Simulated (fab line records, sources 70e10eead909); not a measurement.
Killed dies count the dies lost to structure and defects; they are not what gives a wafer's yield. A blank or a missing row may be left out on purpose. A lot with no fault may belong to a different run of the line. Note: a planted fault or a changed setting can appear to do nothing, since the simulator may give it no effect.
Matching of chambers -- flow nand_harc -- 4 sister chambers for NHARC_A_CHANNEL_FILL_D2_STRIP_28 on rie_diel-04
The step strips in O2, time 20 s. 16 wafers are shown with their chamber, then 8 later ones without.

WAFERS, EACH WITH ITS CHAMBER
wafer,chamber,drypump_motor_current_A (A),oes_product_au (a.u.),rf_vpp_V (V)
L998.1,0,5.3,0.998,56.9
L998.2,2,5.7,0.997,58.5
L998.5,1,6.0,0.987,58.0
L100.3,2,5.7,0.992,57.5
L100.4,0,5.3,0.996,55.9
L100.6,1,6.0,0.995,58.0
L101.1,2,5.7,0.995,58.7
L101.4,3,5.2,1.005,57.7
L101.5,2,5.7,1.001,58.5
L103.1,1,6.0,0.999,56.6
L103.4,3,5.1,1.011,58.0
L103.5,2,5.7,0.994,58.6
L112.3,2,5.7,0.994,57.1
L112.5,3,5.2,1.013,58.3
L112.6,2,5.7,1.000,58.2
L116.1,2,5.7,0.986,57.9

SIGNATURES (means of the wafers above)
reading,chamber 0,chamber 1,chamber 2,chamber 3,scatter within a chamber
drypump_motor_current_A,5.300,6.000,5.700,5.167,0.0236
oes_product_au,0.99700,0.99367,0.99487,1.00967,0.00473
rf_vpp_V,56.400,57.533,58.125,58.000,0.6
Rule: distance of a wafer from a chamber = root of the sum over the readings of ((wafer's reading minus chamber's mean) / reading's scatter) squared. If the next closest chamber is less than 2 further off than the closest, the wafer can't be placed; otherwise it belongs to the closest. How the scatter is found: for the shown wafers, subtract from each reading the mean of its chamber, square and add these, divide the total by (wafers less chambers), then take the root.

WAFERS WITHOUT THEIR CHAMBER
wafer,drypump_motor_current_A (A),oes_product_au (a.u.),rf_vpp_V (V)
L116.2,6.0,0.994,56.5
L116.3,5.1,1.005,58.9
L118.3,6.0,1.006,58.2
L118.4,5.3,1.020,58.1
L118.5,5.3,1.009,58.8
L120.2,6.0,0.988,56.6
L120.4,5.2,1.003,60.5
L120.6,6.0,0.992,56.5

CHAMBER TAKEN BY EACH
wafer,from the rows above,in truth
L116.2,1,1
L116.3,3,3
L118.3,1,1
L118.4,can't be placed: 0 or 3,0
L118.5,can't be placed: 0 or 3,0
L120.2,1,1
L120.4,3,3
L120.6,1,1
Correctly placed: 6 of 8. Not placeable from these rows: 2 (in 2, the candidates include the true chamber). 0 placed wrongly.
